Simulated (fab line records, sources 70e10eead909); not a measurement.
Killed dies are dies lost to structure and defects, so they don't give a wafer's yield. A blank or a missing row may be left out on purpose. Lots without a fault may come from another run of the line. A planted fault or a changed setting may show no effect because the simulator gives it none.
Chamber matching | flow nand_harc | NHARC_A_CHANNEL_FILL_D2_ALD_25 on ald_hk-03: 4 sister chambers
The step deposits SiOx, target thk 60 nm, pulse time 10 s, ald cycles 600. 8 wafers are shown with their chamber, then 8 later ones without.

WAFERS WITH THEIR CHAMBER
wafer  | chamber | heater_power_w (W) | precursor_pulse_height_rel
L085.2 | 3       | 477                | 0.998
L085.4 | 0       | 436                | 1.006
L085.5 | 1       | 494                | 0.990
L085.6 | 2       | 538                | 0.988
L087.3 | 1       | 506                | 0.996
L087.5 | 3       | 489                | 0.989
L087.6 | 2       | 537                | 1.025
L090.2 | 0       | 429                | 1.031

WAFERS WITHOUT THEIR CHAMBER
wafer  | heater_power_w (W) | precursor_pulse_height_rel
L090.3 | 507                | 1.027
L090.6 | 495                | 0.997
L093.1 | 427                | 1.023
L093.2 | 492                | 0.999
L093.4 | 496                | 1.016
L096.3 | 512                | 1.009
L096.2 | 433                | 1.004
L096.5 | 545                | 0.981

WHICH CHAMBER EACH WENT THROUGH
wafer  | from the rows above     | in truth
L090.3 | can't be placed: 1 or 3 | 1
L090.6 | can't be placed: 1 or 3 | 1
L093.1 | 0                       | 0
L093.2 | can't be placed: 1 or 3 | 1
L093.4 | can't be placed: 1 or 3 | 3
L096.3 | can't be placed: 1 or 2 | 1
L096.2 | 0                       | 0
L096.5 | 2                       | 2
Placed correctly: 3 of 8. Can't be placed from these rows: 5 (the true chamber is among the candidates in 5). Placed wrongly: 0.
How it was worked out, from the rows above alone: a wafer's distance from a chamber is the root of the sum, over the readings, of the square of ((its reading less the chamber's mean) divided by the reading's scatter). The wafer belongs to the nearest chamber; if the next one is less than 2 further off, it can't be placed. A chamber's mean is the mean of its shown wafers. The scatter: the root of (the sum of the squares of (reading less its chamber's mean) over the shown wafers, divided by (wafers less chambers)).
